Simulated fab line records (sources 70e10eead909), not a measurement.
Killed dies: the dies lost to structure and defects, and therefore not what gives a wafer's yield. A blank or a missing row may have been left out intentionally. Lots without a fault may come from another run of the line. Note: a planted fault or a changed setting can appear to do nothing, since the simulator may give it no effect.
Which tool is to blame? | flow nandHarc | 7 lots with 21 wafers sampled at 5 steps, on a route of 1159 steps

WHAT EACH GAUGE READ, for each wafer
NHARC_END_SORT_01.
lot  | measured     | on        | killedAtArray
L920 | day 21 17:22 | prober-01 | 677 675 674

WHICH TOOL RAN EACH LOT (tool, then ch and the chambers of the sampled wafers, then the start)
lot  | NHARC_A_CONTACT_DEP_84       | NHARC_A_BONDPAD_STRIP_15          | NHARC_THIN_TSV_CMP_01         | NHARC_THIN_TSV_PRE_CLEAN_54
L916 | aclDep-01 ch 0, day 17 06:45 | rieDiel-04 ch 0,1,2, day 18 07:46 | cmp-01 ch 0,1,3, day 18 21:28 | pvdSputter-01, day 19 03:46
L914 | aclDep-03 ch 0, day 17 13:11 | rieDiel-04 ch 1,3, day 18 13:01   | cmp-01 ch 1,2,3, day 19 06:43 | pvdSputter-03, day 19 12:55
L920 | aclDep-01 ch 0, day 18 21:13 | -                                 | -                             | -
L927 | aclDep-02 ch 0, day 20 19:14 | rieDiel-04 ch 0,1,3, day 21 23:39 | cmp-01 ch 0,1, day 22 17:58   | pvdSputter-03, day 23 00:22
L930 | aclDep-01 ch 0, day 21 11:05 | rieDiel-07 ch 1,2,3, day 22 17:16 | cmp-01 ch 2,3, day 23 09:53   | pvdSputter-02, day 23 16:22
L931 | aclDep-02 ch 0, day 21 20:50 | rieDiel-07 ch 2,3, day 23 00:40   | cmp-02 ch 1,2,3, day 23 14:11 | pvdSputter-02, day 23 21:38
L935 | aclDep-01 ch 0, day 22 19:46 | rieDiel-07 ch 0,3, day 23 20:31   | cmp-02 ch 0,1,3, day 24 10:56 | pvdSputter-01, day 24 17:01
- NHARC_A_CONTACT_DEP_84: deposits aC, target thk 2000 nm.
- NHARC_A_BONDPAD_STRIP_15: strips in O2.
- NHARC_THIN_TSV_CMP_01: polishes.
- NHARC_THIN_TSV_PRE_CLEAN_54: time 30 s.

THE ANSWER, worked out from the rows above alone
Rule: the lots themselves supply what counts as usual. The widest of any qualifying gaps counts: lots, ordered by their means at a reading, are off when they make up no more than a third of the lots, leave a main group of 4 or more, and stand apart from it by 3 or more times the standard deviation of that group's means. Not used: any main group whose means are identical at the precision the tables above print for the reading. Also off: a lot with no number at a reading for which 4 or more lots have one. Where the step has rows for the other lots, those lots are counted as sound.
No lot is off on any of the readings shown, so nothing can be concluded from this.

WHAT THE SIMULATOR HAD PUT IN
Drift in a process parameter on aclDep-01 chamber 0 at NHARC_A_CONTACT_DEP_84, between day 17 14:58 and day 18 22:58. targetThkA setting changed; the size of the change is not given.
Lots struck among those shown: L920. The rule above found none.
